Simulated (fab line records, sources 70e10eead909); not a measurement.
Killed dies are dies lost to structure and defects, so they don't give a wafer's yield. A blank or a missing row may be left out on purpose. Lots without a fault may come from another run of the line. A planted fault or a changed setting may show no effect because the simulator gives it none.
Chamber matching | flow nand_harc | NHARC_A_BLC_ALD_23 on ald_metal-03: 4 sister chambers
The step deposits TiN, target thk 3 nm, pulse time 1 s, ald cycles 150. 4 wafers are shown with their chamber, then 12 later ones without.

WAFERS WITH THEIR CHAMBER
wafer  | chamber | heater_power_w (W)
L081.3 | 0       | 899
L089.2 | 3       | 1007
L089.3 | 1       | 1260
L089.6 | 2       | 981

WAFERS WITHOUT THEIR CHAMBER
wafer  | heater_power_w (W)
L087.4 | 883
L087.5 | 1236
L087.6 | 901
L090.1 | 876
L090.2 | 983
L090.5 | 1244
L090.3 | 1238
L090.4 | 1006
L090.6 | 902
L094.1 | 1247
L094.5 | 899
L094.6 | 1226

WHICH CHAMBER EACH WENT THROUGH
wafer  | from the rows above     | in truth
L087.4 | 0                       | 0
L087.5 | 1                       | 1
L087.6 | 0                       | 0
L090.1 | 0                       | 0
L090.2 | can't be placed: 2 or 3 | 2
L090.5 | 1                       | 1
L090.3 | 1                       | 1
L090.4 | can't be placed: 3 or 2 | 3
L090.6 | 0                       | 0
L094.1 | 1                       | 1
L094.5 | 0                       | 0
L094.6 | 1                       | 1
Placed correctly: 10 of 12. Can't be placed from these rows: 2 (the true chamber is among the candidates in 2). Placed wrongly: 0.
How it was worked out, from the rows above alone: a wafer's distance from a chamber is the root of the sum, over the readings, of the square of ((its reading less the chamber's mean) divided by the reading's scatter). The wafer belongs to the nearest chamber; if the next one is less than 2 further off, it can't be placed. A chamber's mean is the mean of its shown wafers. The scatter: with one shown wafer a chamber, the root of the mean of the squares of how far each hidden wafer lies from its nearest shown one.
